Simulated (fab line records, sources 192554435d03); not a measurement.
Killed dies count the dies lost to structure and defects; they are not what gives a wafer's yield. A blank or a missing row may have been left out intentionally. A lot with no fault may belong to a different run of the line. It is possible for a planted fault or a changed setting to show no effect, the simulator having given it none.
The tool behind it: which one? :: flow n5Finfet :: 24 lots, 72 wafers sampled, at 5 steps of a route of 1938

## WHAT THE GAUGES READ, wafer by wafer
N5_BEOL_M4_CD_MEAS_11: the cd target is 16.79 nm. Usual: cdNm reads 16.96 nm (standard deviation 0.24).
lot: L074
measured: day 7 11:47
on: cdSem-03
cdNm (nm): 17.12 17.05 16.66
flag: 

lot: L075
measured: day 7 16:34
on: cdSem-01
cdNm (nm): 17.24 16.76 17.04
flag: 

lot: L076
measured: day 7 16:46
on: cdSem-03
cdNm (nm): 16.70 17.10 17.09
flag: 

lot: L077
measured: day 8 07:07
on: cdSem-01
cdNm (nm): 16.74 17.01 17.23
flag: 

lot: L078
measured: day 8 07:10
on: cdSem-03
cdNm (nm): 16.88 17.16 17.01
flag: 

lot: L079
measured: day 8 12:54
on: cdSem-03
cdNm (nm): 17.05 16.94 16.71
flag: 

lot: L080
measured: day 8 22:56
on: cdSem-01
cdNm (nm): 17.32 16.94 17.02
flag: 

lot: L083
measured: day 9 19:25
on: cdSem-03
cdNm (nm): 16.59 16.80 17.44
flag: 

lot: L081
measured: day 9 21:34
on: cdSem-02
cdNm (nm): 16.87 17.12 16.91
flag: 

lot: L082
measured: day 9 22:55
on: cdSem-02
cdNm (nm): 16.70 17.11 16.51
flag: 

lot: L085
measured: day 10 04:49
on: cdSem-02
cdNm (nm): 16.90 16.99 17.07
flag: 

lot: L084
measured: day 10 09:20
on: cdSem-03
cdNm (nm): 17.29 16.43 17.01
flag: 

lot: L086
measured: day 10 13:29
on: cdSem-02
cdNm (nm): 17.25 16.75 16.98
flag: 

lot: L087
measured: day 10 22:46
on: cdSem-01
cdNm (nm): 17.35 16.94 17.11
flag: 

lot: L089
measured: day 11 20:53
on: cdSem-03
cdNm (nm): 16.96 16.78 17.00
flag: 

lot: L090
measured: day 12 11:35
on: cdSem-01
cdNm (nm): 16.93 16.70 17.19
flag: 

lot: L088
measured: day 12 16:07
on: cdSem-03
cdNm (nm): 16.99 17.05 16.82
flag: 

lot: L091
measured: day 12 20:41
on: cdSem-02
cdNm (nm): 16.65 16.62 17.08
flag: 

lot: L094
measured: day 12 23:47
on: cdSem-03
cdNm (nm): 16.98 17.13 16.87
flag: 

lot: L093
measured: day 13 00:30
on: cdSem-02
cdNm (nm): 16.98 17.11 17.04
flag: 

lot: L096
measured: day 13 03:10
on: cdSem-01
cdNm (nm): 16.45 16.41 16.81
flag: 

lot: L092
measured: day 13 05:08
on: cdSem-02
cdNm (nm): 16.64 17.12 17.10
flag: 

lot: L095
measured: day 13 12:14
on: cdSem-02
cdNm (nm): 17.06 17.13 16.92
flag: 

lot: L097
measured: day 14 01:34
on: cdSem-02
cdNm (nm): 16.45 17.20 17.04
flag: 

## WHAT TOOL EACH LOT RAN ON (gives the tool, then ch and the chambers of the sampled wafers, and finally the start)
lot: L074
N5_BEOL_M3_ALD_84: aldMetal-01 ch 1,2,3, day 7 06:38
N5_BEOL_M3_SPUTTER_86: pvdSputter-01, day 7 07:57
N5_BEOL_M3_SPUTTER_88: pvdSputter-01, day 7 08:10
N5_BEOL_M4_ILD_DEP_00: pecvd-02 ch 0,2, day 7 10:10

lot: L075
N5_BEOL_M3_ALD_84: aldMetal-01 ch 0,1, day 7 11:50
N5_BEOL_M3_SPUTTER_86: pvdSputter-02, day 7 12:59
N5_BEOL_M3_SPUTTER_88: pvdSputter-02, day 7 13:12
N5_BEOL_M4_ILD_DEP_00: pecvd-01 ch 0,1,2, day 7 15:11

lot: L076
N5_BEOL_M3_ALD_84: aldMetal-03 ch 1,3, day 7 11:55
N5_BEOL_M3_SPUTTER_86: pvdSputter-01, day 7 13:12
N5_BEOL_M3_SPUTTER_88: pvdSputter-01, day 7 13:25
N5_BEOL_M4_ILD_DEP_00: pecvd-02 ch 0,1,2, day 7 15:25

lot: L077
N5_BEOL_M3_ALD_84: aldMetal-02 ch 0,2, day 8 00:08
N5_BEOL_M3_SPUTTER_86: pvdSputter-02, day 8 01:17
N5_BEOL_M3_SPUTTER_88: pvdSputter-02, day 8 01:30
N5_BEOL_M4_ILD_DEP_00: pecvd-01 ch 0,1, day 8 04:16

lot: L078
N5_BEOL_M3_ALD_84: aldMetal-01 ch 1,2, day 8 00:10
N5_BEOL_M3_SPUTTER_86: pvdSputter-01, day 8 01:34
N5_BEOL_M3_SPUTTER_88: pvdSputter-01, day 8 01:47
N5_BEOL_M4_ILD_DEP_00: pecvd-04 ch 1,2, day 8 04:24

lot: L079
N5_BEOL_M3_ALD_84: aldMetal-01 ch 0,1,3, day 8 08:16
N5_BEOL_M3_SPUTTER_86: pvdSputter-03, day 8 09:31
N5_BEOL_M3_SPUTTER_88: pvdSputter-03, day 8 09:44
N5_BEOL_M4_ILD_DEP_00: pecvd-01 ch 1,2, day 8 11:59

lot: L080
N5_BEOL_M3_ALD_84: aldMetal-02 ch 1,2, day 8 17:32
N5_BEOL_M3_SPUTTER_86: pvdSputter-03, day 8 18:47
N5_BEOL_M3_SPUTTER_88: pvdSputter-03, day 8 19:00
N5_BEOL_M4_ILD_DEP_00: pecvd-01 ch 0,1, day 8 21:07

lot: L083
N5_BEOL_M3_ALD_84: aldMetal-02 ch 0,1,2, day 9 13:46
N5_BEOL_M3_SPUTTER_86: pvdSputter-03, day 9 14:53
N5_BEOL_M3_SPUTTER_88: pvdSputter-03, day 9 15:06
N5_BEOL_M4_ILD_DEP_00: pecvd-04 ch 1,2, day 9 17:22

lot: L081
N5_BEOL_M3_ALD_84: aldMetal-03 ch 0,3, day 9 13:49
N5_BEOL_M3_SPUTTER_86: pvdSputter-01, day 9 15:03
N5_BEOL_M3_SPUTTER_88: pvdSputter-01, day 9 15:16
N5_BEOL_M4_ILD_DEP_00: pecvd-02 ch 1,2, day 9 17:28

lot: L082
N5_BEOL_M3_ALD_84: aldMetal-02 ch 0,2, day 9 17:04
N5_BEOL_M3_SPUTTER_86: pvdSputter-03, day 9 19:59
N5_BEOL_M3_SPUTTER_88: pvdSputter-03, day 9 20:12
N5_BEOL_M4_ILD_DEP_00: pecvd-01 ch 0,1, day 9 22:11

lot: L085
N5_BEOL_M3_ALD_84: aldMetal-01 ch 0,1, day 10 00:45
N5_BEOL_M3_SPUTTER_86: pvdSputter-02, day 10 02:01
N5_BEOL_M3_SPUTTER_88: pvdSputter-02, day 10 02:14
N5_BEOL_M4_ILD_DEP_00: pecvd-04 ch 0,1, day 10 04:14

lot: L084
N5_BEOL_M3_ALD_84: aldMetal-03 ch 0,1, day 10 04:17
N5_BEOL_M3_SPUTTER_86: pvdSputter-03, day 10 05:44
N5_BEOL_M3_SPUTTER_88: pvdSputter-03, day 10 05:57
N5_BEOL_M4_ILD_DEP_00: pecvd-02 ch 0,2, day 10 07:58

lot: L086
N5_BEOL_M3_ALD_84: aldMetal-03 ch 0,1,3, day 10 09:31
N5_BEOL_M3_SPUTTER_86: pvdSputter-02, day 10 10:38
N5_BEOL_M3_SPUTTER_88: pvdSputter-02, day 10 10:51
N5_BEOL_M4_ILD_DEP_00: pecvd-02 ch 0,1, day 10 12:56

lot: L087
N5_BEOL_M3_ALD_84: aldMetal-03 ch 0,2,3, day 10 18:22
N5_BEOL_M3_SPUTTER_86: pvdSputter-03, day 10 19:31
N5_BEOL_M3_SPUTTER_88: pvdSputter-03, day 10 19:44
N5_BEOL_M4_ILD_DEP_00: pecvd-01 ch 0,1,2, day 10 21:43

lot: L089
N5_BEOL_M3_ALD_84: aldMetal-01 ch 0,1,3, day 11 15:01
N5_BEOL_M3_SPUTTER_86: pvdSputter-02, day 11 16:19
N5_BEOL_M3_SPUTTER_88: pvdSputter-02, day 11 16:32
N5_BEOL_M4_ILD_DEP_00: pecvd-02 ch 0,1,2, day 11 18:51

lot: L090
N5_BEOL_M3_ALD_84: aldMetal-01 ch 2,3, day 12 06:47
N5_BEOL_M3_SPUTTER_86: pvdSputter-01, day 12 07:58
N5_BEOL_M3_SPUTTER_88: pvdSputter-01, day 12 08:11
N5_BEOL_M4_ILD_DEP_00: pecvd-01 ch 0,2, day 12 10:11

lot: L088
N5_BEOL_M3_ALD_84: aldMetal-01 ch 0,2,3, day 12 11:16
N5_BEOL_M3_SPUTTER_86: pvdSputter-02, day 12 12:44
N5_BEOL_M3_SPUTTER_88: pvdSputter-02, day 12 12:58
N5_BEOL_M4_ILD_DEP_00: pecvd-01 ch 0,2, day 12 14:57

lot: L091
N5_BEOL_M3_ALD_84: aldMetal-03 ch 0,2,3, day 12 15:17
N5_BEOL_M3_SPUTTER_86: pvdSputter-03, day 12 16:30
N5_BEOL_M3_SPUTTER_88: pvdSputter-03, day 12 16:43
N5_BEOL_M4_ILD_DEP_00: pecvd-04 ch 1,2, day 12 18:44

lot: L094
N5_BEOL_M3_ALD_84: aldMetal-01 ch 0,1,2, day 12 15:55
N5_BEOL_M3_SPUTTER_86: pvdSputter-03, day 12 18:20
N5_BEOL_M3_SPUTTER_88: pvdSputter-03, day 12 18:34
N5_BEOL_M4_ILD_DEP_00: pecvd-04 ch 1,2, day 12 20:44

lot: L093
N5_BEOL_M3_ALD_84: aldMetal-02 ch 0,2,3, day 12 20:28
N5_BEOL_M3_SPUTTER_86: pvdSputter-01, day 12 21:42
N5_BEOL_M3_SPUTTER_88: pvdSputter-01, day 12 21:55
N5_BEOL_M4_ILD_DEP_00: pecvd-02 ch 0,1,2, day 12 23:55

lot: L096
N5_BEOL_M3_ALD_84: aldMetal-01 ch 0,1,3, day 12 20:43
N5_BEOL_M3_SPUTTER_86: pvdSputter-03, day 12 22:20
N5_BEOL_M3_SPUTTER_88: pvdSputter-03, day 12 22:34
N5_BEOL_M4_ILD_DEP_00: pecvd-01 ch 0,1,2, day 13 01:35

lot: L092
N5_BEOL_M3_ALD_84: aldMetal-03 ch 1,2,3, day 12 23:40
N5_BEOL_M3_SPUTTER_86: pvdSputter-02, day 13 01:03
N5_BEOL_M3_SPUTTER_88: pvdSputter-02, day 13 01:17
N5_BEOL_M4_ILD_DEP_00: pecvd-04 ch 0,2, day 13 03:27

lot: L095
N5_BEOL_M3_ALD_84: aldMetal-02 ch 0,1,2, day 13 07:39
N5_BEOL_M3_SPUTTER_86: pvdSputter-02, day 13 09:01
N5_BEOL_M3_SPUTTER_88: pvdSputter-02, day 13 09:15
N5_BEOL_M4_ILD_DEP_00: pecvd-04 ch 1,2, day 13 11:20

lot: L097
N5_BEOL_M3_ALD_84: aldMetal-01 ch 0,1,3, day 13 20:17
N5_BEOL_M3_SPUTTER_86: pvdSputter-02, day 13 21:29
N5_BEOL_M3_SPUTTER_88: pvdSputter-02, day 13 21:43
N5_BEOL_M4_ILD_DEP_00: pecvd-04 ch 0,1, day 13 23:42
- N5_BEOL_M3_ALD_84: deposits TaN, pulse time 2 s, purge time 3 s, co reactant purge time 2 s.
- N5_BEOL_M3_SPUTTER_86: material Cu, target thk 4.5 nm, time 8.29 s.
- N5_BEOL_M3_SPUTTER_88: material Cu, target thk 4.5 nm, time 8.29 s.
- N5_BEOL_M4_ILD_DEP_00: deposits SiOC from DEMS/O2, target thk 79 nm, time 15.3 s.

## AS READ BY THE TOOLS THEMSELVES (means over the sampled wafers that have a number; for cases with no such wafer, the mark the record gives instead)
N5_BEOL_M3_ALD_84. Usual: heaterPowerW reads 413 W (standard deviation 49).
lot: L074
tool: aldMetal-01
heaterPowerW (W): 388
flag: 

lot: L075
tool: aldMetal-01
heaterPowerW (W): 422
flag: 

lot: L076
tool: aldMetal-03
heaterPowerW (W): 359
flag: 

lot: L077
tool: aldMetal-02
heaterPowerW (W): 435
flag: 

lot: L078
tool: aldMetal-01
heaterPowerW (W): 418
flag: 

lot: L079
tool: aldMetal-01
heaterPowerW (W): 396
flag: 

lot: L080
tool: aldMetal-02
heaterPowerW (W): 470
flag: 

lot: L083
tool: aldMetal-02
heaterPowerW (W): 445
flag: 

lot: L081
tool: aldMetal-03
heaterPowerW (W): 395
flag: 

lot: L082
tool: aldMetal-02
heaterPowerW (W): 436
flag: 

lot: L085
tool: aldMetal-01
heaterPowerW (W): 417
flag: 

lot: L084
tool: aldMetal-03
heaterPowerW (W): 409
flag: 

lot: L086
tool: aldMetal-03
heaterPowerW (W): 386
flag: 

lot: L087
tool: aldMetal-03
heaterPowerW (W): 432
flag: 

lot: L089
tool: aldMetal-01
heaterPowerW (W): 400
flag: 

lot: L090
tool: aldMetal-01
heaterPowerW (W): 400
flag: 

lot: L088
tool: aldMetal-01
heaterPowerW (W): 398
flag: 

lot: L091
tool: aldMetal-03
heaterPowerW (W): 427
flag: 

lot: L094
tool: aldMetal-01
heaterPowerW (W): 423
flag: 

lot: L093
tool: aldMetal-02
heaterPowerW (W): 405
flag: 

lot: L096
tool: aldMetal-01
heaterPowerW (W): 394
flag: 

lot: L092
tool: aldMetal-03
heaterPowerW (W): 409
flag: 

lot: L095
tool: aldMetal-02
heaterPowerW (W): 445
flag: 

lot: L097
tool: aldMetal-01
heaterPowerW (W): 394
flag: 

N5_BEOL_M3_SPUTTER_86. Usual: throttleValvePct reads 30.1 % (standard deviation 1.1).
lot: L074
tool: pvdSputter-01
throttleValvePct (%): 30.9
flag: 

lot: L075
tool: pvdSputter-02
throttleValvePct (%): 28.8
flag: 

lot: L076
tool: pvdSputter-01
throttleValvePct (%): 30.5
flag: 

lot: L077
tool: pvdSputter-02
throttleValvePct (%): 30.0
flag: 

lot: L078
tool: pvdSputter-01
throttleValvePct (%): 30.4
flag: 

lot: L079
tool: pvdSputter-03
throttleValvePct (%): 30.0
flag: 

lot: L080
tool: pvdSputter-03
throttleValvePct (%): 29.5
flag: 

lot: L083
tool: pvdSputter-03
throttleValvePct (%): 29.3
flag: 

lot: L081
tool: pvdSputter-01
throttleValvePct (%): 30.1
flag: 

lot: L082
tool: pvdSputter-03
throttleValvePct (%): 30.4
flag: 

lot: L085
tool: pvdSputter-02
throttleValvePct (%): 30.6
flag: 

lot: L084
tool: pvdSputter-03
throttleValvePct (%): 29.5
flag: 

lot: L086
tool: pvdSputter-02
throttleValvePct (%): 30.0
flag: 

lot: L087
tool: pvdSputter-03
throttleValvePct (%): 29.6
flag: 

lot: L089
tool: pvdSputter-02
throttleValvePct (%): 31.3
flag: 

lot: L090
tool: pvdSputter-01
throttleValvePct (%): 30.4
flag: 

lot: L088
tool: pvdSputter-02
throttleValvePct (%): 29.9
flag: 

lot: L091
tool: pvdSputter-03
throttleValvePct (%): 29.7
flag: 

lot: L094
tool: pvdSputter-03
throttleValvePct (%): 30.0
flag: 

lot: L093
tool: pvdSputter-01
throttleValvePct (%): 31.1
flag: 

lot: L096
tool: pvdSputter-03
throttleValvePct (%): 29.6
flag: 

lot: L092
tool: pvdSputter-02
throttleValvePct (%): 29.4
flag: 

lot: L095
tool: pvdSputter-02
throttleValvePct (%): 30.1
flag: 

lot: L097
tool: pvdSputter-02
throttleValvePct (%): 30.1
flag: 

N5_BEOL_M3_SPUTTER_88. Usual: throttleValvePct reads 30.1 % (standard deviation 1).
lot: L074
tool: pvdSputter-01
throttleValvePct (%): 30.7
flag: 

lot: L075
tool: pvdSputter-02
throttleValvePct (%): 28.9
flag: 

lot: L076
tool: pvdSputter-01
throttleValvePct (%): 30.6
flag: 

lot: L077
tool: pvdSputter-02
throttleValvePct (%): 30.0
flag: 

lot: L078
tool: pvdSputter-01
throttleValvePct (%): 30.4
flag: 

lot: L079
tool: pvdSputter-03
throttleValvePct (%): 30.1
flag: 

lot: L080
tool: pvdSputter-03
throttleValvePct (%): 29.5
flag: 

lot: L083
tool: pvdSputter-03
throttleValvePct (%): 29.1
flag: 

lot: L081
tool: pvdSputter-01
throttleValvePct (%): 29.9
flag: 

lot: L082
tool: pvdSputter-03
throttleValvePct (%): 30.5
flag: 

lot: L085
tool: pvdSputter-02
throttleValvePct (%): 30.6
flag: 

lot: L084
tool: pvdSputter-03
throttleValvePct (%): 29.6
flag: 

lot: L086
tool: pvdSputter-02
throttleValvePct (%): 29.9
flag: 

lot: L087
tool: pvdSputter-03
throttleValvePct (%): 29.7
flag: 

lot: L089
tool: pvdSputter-02
throttleValvePct (%): 31.1
flag: 

lot: L090
tool: pvdSputter-01
throttleValvePct (%): 30.6
flag: 

lot: L088
tool: pvdSputter-02
throttleValvePct (%): 30.1
flag: 

lot: L091
tool: pvdSputter-03
throttleValvePct (%): 29.7
flag: 

lot: L094
tool: pvdSputter-03
throttleValvePct (%): 30.1
flag: 

lot: L093
tool: pvdSputter-01
throttleValvePct (%): 31.1
flag: 

lot: L096
tool: pvdSputter-03
throttleValvePct (%): 29.6
flag: 

lot: L092
tool: pvdSputter-02
throttleValvePct (%): 29.3
flag: 

lot: L095
tool: pvdSputter-02
throttleValvePct (%): 30.0
flag: 

lot: L097
tool: pvdSputter-02
throttleValvePct (%): 29.9
flag: 

N5_BEOL_M4_ILD_DEP_00. Usual: heaterPowerW 469 W, standard deviation 83; showerheadPlenumPTorr 5.697 Torr, standard deviation 0.016; throttleValvePct 11.7 %, standard deviation 0.46.
lot: L074
tool: pecvd-02
heaterPowerW (W): 506
showerheadPlenumPTorr (Torr): 5.682
throttleValvePct (%): 11.6
flag: 

lot: L075
tool: pecvd-01
heaterPowerW (W): 500
showerheadPlenumPTorr (Torr): 5.703
throttleValvePct (%): 11.9
flag: 

lot: L076
tool: pecvd-02
heaterPowerW (W): 505
showerheadPlenumPTorr (Torr): 5.686
throttleValvePct (%): 11.8
flag: 

lot: L077
tool: pecvd-01
heaterPowerW (W): 432
showerheadPlenumPTorr (Torr): 5.688
throttleValvePct (%): 11.6
flag: 

lot: L078
tool: pecvd-04
heaterPowerW (W): 459
showerheadPlenumPTorr (Torr): 5.705
throttleValvePct (%): 11.2
flag: 

lot: L079
tool: pecvd-01
heaterPowerW (W): 505
showerheadPlenumPTorr (Torr): 5.699
throttleValvePct (%): 12.3
flag: 

lot: L080
tool: pecvd-01
heaterPowerW (W): 464
showerheadPlenumPTorr (Torr): 5.699
throttleValvePct (%): 11.7
flag: 

lot: L083
tool: pecvd-04
heaterPowerW (W): 444
showerheadPlenumPTorr (Torr): 5.703
throttleValvePct (%): 11.5
flag: 

lot: L081
tool: pecvd-02
heaterPowerW (W): 566
showerheadPlenumPTorr (Torr): 5.684
throttleValvePct (%): 11.7
flag: 

lot: L082
tool: pecvd-01
heaterPowerW (W): 509
showerheadPlenumPTorr (Torr): 5.697
throttleValvePct (%): 11.7
flag: 

lot: L085
tool: pecvd-04
heaterPowerW (W): 407
showerheadPlenumPTorr (Torr): 5.710
throttleValvePct (%): 11.5
flag: 

lot: L084
tool: pecvd-02
heaterPowerW (W): 431
showerheadPlenumPTorr (Torr): 5.680
throttleValvePct (%): 11.3
flag: 

lot: L086
tool: pecvd-02
heaterPowerW (W): 454
showerheadPlenumPTorr (Torr): 5.691
throttleValvePct (%): 11.3
flag: 

lot: L087
tool: pecvd-01
heaterPowerW (W): 464
showerheadPlenumPTorr (Torr): 5.691
throttleValvePct (%): 11.5
flag: 

lot: L089
tool: pecvd-02
heaterPowerW (W): 496
showerheadPlenumPTorr (Torr): 5.692
throttleValvePct (%): 11.7
flag: 

lot: L090
tool: pecvd-01
heaterPowerW (W): 511
showerheadPlenumPTorr (Torr): 5.707
throttleValvePct (%): 11.1
flag: 

lot: L088
tool: pecvd-01
heaterPowerW (W): 521
showerheadPlenumPTorr (Torr): 5.705
throttleValvePct (%): 11.1
flag: 

lot: L091
tool: pecvd-04
heaterPowerW (W): 437
showerheadPlenumPTorr (Torr): 5.700
throttleValvePct (%): 11.3
flag: 

lot: L094
tool: pecvd-04
heaterPowerW (W): 427
showerheadPlenumPTorr (Torr): 5.692
throttleValvePct (%): 11.4
flag: 

lot: L093
tool: pecvd-02
heaterPowerW (W): 512
showerheadPlenumPTorr (Torr): 5.683
throttleValvePct (%): 11.7
flag: 

lot: L096
tool: pecvd-01
heaterPowerW (W): 450
showerheadPlenumPTorr (Torr): 5.697
throttleValvePct (%): 11.4
flag: 

lot: L092
tool: pecvd-04
heaterPowerW (W): 447
showerheadPlenumPTorr (Torr): 5.706
throttleValvePct (%): 11.9
flag: 

lot: L095
tool: pecvd-04
heaterPowerW (W): 455
showerheadPlenumPTorr (Torr): 5.696
throttleValvePct (%): 11.3
flag: 

lot: L097
tool: pecvd-04
heaterPowerW (W): 369
showerheadPlenumPTorr (Torr): 5.720
throttleValvePct (%): 11.7
flag: 

## THE ANSWER, worked out from the rows above alone
Rule: a lot counts as off when the mean over its wafers that have a number is more than 3 standard deviations away from the usual mean. A lot without any number at a reading at which 4 lots or more have one is off too. All remaining lots with rows at the step are treated as sound. After the gauges, taken in route order, come the tools' own readings; for these a lot's mean is taken, as printed above. At the first step where some lot is off, the reading lying furthest off is the one used; lots without a number count as furthest.
Nothing can be told from this: no lot is off at any reading shown.

## WHAT THE SIMULATOR PUT IN
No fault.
